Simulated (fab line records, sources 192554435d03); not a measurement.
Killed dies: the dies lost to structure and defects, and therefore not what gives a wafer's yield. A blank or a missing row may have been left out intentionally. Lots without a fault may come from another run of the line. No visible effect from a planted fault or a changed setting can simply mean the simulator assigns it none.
Comparing a struck lot with a sound one + flow n5-finfet + 15 out of 1938 route steps
Sound: these wafers, L608.1, L608.2, L608.4. Struck: wafers L622.3, L622.6. (L622.1 of the same lot was not struck and is left out.) The cause comes at the end.
For every step that has rows: the tool of each side, followed by ch and its chambers, followed by its first start. Under that, the readings that differ: sound wafers + struck wafers + difference of the means + sigmas: that difference in standard deviations of wafers without a fault.
alike: readings with means less than 2 such deviations apart, plus words and numbers identical on both sides. not compared: withheld readings, readings lacking a value on some wafer, bounds such as >300 that could conceal the same value, and numbers that have no deviation in the record and whose values overlap.
A row with sigmas, a row that says differs or no value, or rows on one side alone: a step with any of these is where the two part. Numbers that have no deviation but don't overlap get no sigmas and don't part them. A reading that every wafer of one side lacks parts them only if that side has two wafers or more.

N5_SD_ACTIVATION_RS_MEAS_03: measurement is done with a four-point probe.
  struck on film-metro-01, day 6 23:16; sound on film-metro-02, day 3 12:13
  alike: RS_SD_N, RS_SD_P
N5_SD_ACTIVATION_INSPECT_02: inspects for defects (darkfield).
  struck on defect-inspect-01, day 6 23:36; sound on defect-inspect-02, day 3 12:32
  alike: raw-defect-count
N5_ILD0_LINER_00: material SiNx, target thk 4 nm, pulse time 1 s, purge time 2 s.
  sound on ald-sin-04 ch 1,2,3, day 3 12:35; struck on ald-sin-03 ch 1,2, day 6 23:38
  alike: heater-power-w, precursor-pulse-height-rel
then, 2 steps without rows for these wafers: N5_ILD0_FCVD_FILL_01 (material SiO2 flowable, target thk 200 nm, time 328.3 s); N5_ILD0_CURE_02 (time 1800 s).
N5_ILD0_CMP_03: polishes, stops on SiNx, t overpolish 1.9 s, target thk 197.38 nm.
  sound on cmp-02 ch 0,1,2, day 3 15:01; struck on cmp-02 ch 2,3, day 7 02:02
  alike: motor-current-A, overpolish-run-s, retaining-ring-pressure-frac, time-to-endpoint-s
N5_ILD0_THK_MEAS_04:
  struck on film-metro-02, day 7 02:17; sound on film-metro-02, day 3 15:19
| reading     | sound             | struck      | difference | sigmas |
|-------------|-------------------|-------------|------------|--------|
| thk-nm (nm) | 198.0 199.0 198.1 | 196.8 195.3 | -2.3       | -2     |
N5_ILD0_CMP_07: polishes SiO2 flowable, stops on poly-Si, t overpolish 1.18 s, target thk 138.88 nm.
  sound on cmp-04 ch 0,1,2, day 3 15:20; struck on cmp-04 ch 0,2, day 7 02:22
  alike: motor-current-A, retaining-ring-pressure-frac
N5_ILD0_THK_MEAS_08:
  struck on film-metro-02, day 7 02:37; sound on film-metro-02, day 3 15:38
  alike: thk-nm
then, 1 step without rows for these wafers: N5_ILD0_PRECLEAN_10 (cleans in NF3:NH3, afs cycles 5, time 20 s, sublimation time 60 s).
N5_ILD0_ALD_15: deposits SiNx, target thk 24 nm, pulse time 1 s, ald cycles 480.
  sound on ald-sin-04 ch 1,2,3, day 3 16:21; struck on ald-sin-04 ch 1,2, day 7 03:23
  alike: heater-power-w, precursor-pulse-height-rel
N5_ILD0_CMP_12: polishes SiNx, stops on poly-Si, t overpolish 6 s, target thk 17.67 nm.
  sound on cmp-02 ch 0,1,2, day 3 18:33; struck on cmp-02 ch 2,3, day 7 05:35
| reading                | sound          | struck    | difference | sigmas |
|------------------------|----------------|-----------|------------|--------|
| time-to-endpoint-s (s) | 30.7 29.9 31.1 | 63.5 63.1 | +32.7      | +12    |
  alike: motor-current-A, overpolish-run-s, retaining-ring-pressure-frac
N5_ILD0_THK_MEAS_13:
  struck on film-metro-01, day 7 05:53; sound on film-metro-02, day 3 18:50
| reading     | sound          | struck    | difference | sigmas |
|-------------|----------------|-----------|------------|--------|
| thk-nm (nm) | 17.1 17.7 17.4 | 20.5 20.4 | +3.1       | +3     |
-- the record jumps here: 4 days lie between the struck wafers' starts before and after (it left off in module ILD0 and takes up again in module BEOL_M4, whose first step shown is number 1111 of the route) --
N5_BEOL_M4_RC_MEAS_101:
  sound on prober-01 ch 0, day 7 17:04; struck on prober-01 ch 0, day 11 03:21
  alike: DIBL_N, DIBL_P, IOFF_N, IOFF_P, ION_N, ION_P, SS_N, SS_P, VT_N, VT_P
then, 1 step without rows for these wafers: N5_PASSIVATION_PROBE_49.

== WHERE THEY PART ==
First at N5_ILD0_THK_MEAS_04; last, within this record, at N5_ILD0_THK_MEAS_13. Later steps at which nothing parts them and some readings are alike: N5_BEOL_M4_RC_MEAS_101.

WHY: what had been put in by the simulator
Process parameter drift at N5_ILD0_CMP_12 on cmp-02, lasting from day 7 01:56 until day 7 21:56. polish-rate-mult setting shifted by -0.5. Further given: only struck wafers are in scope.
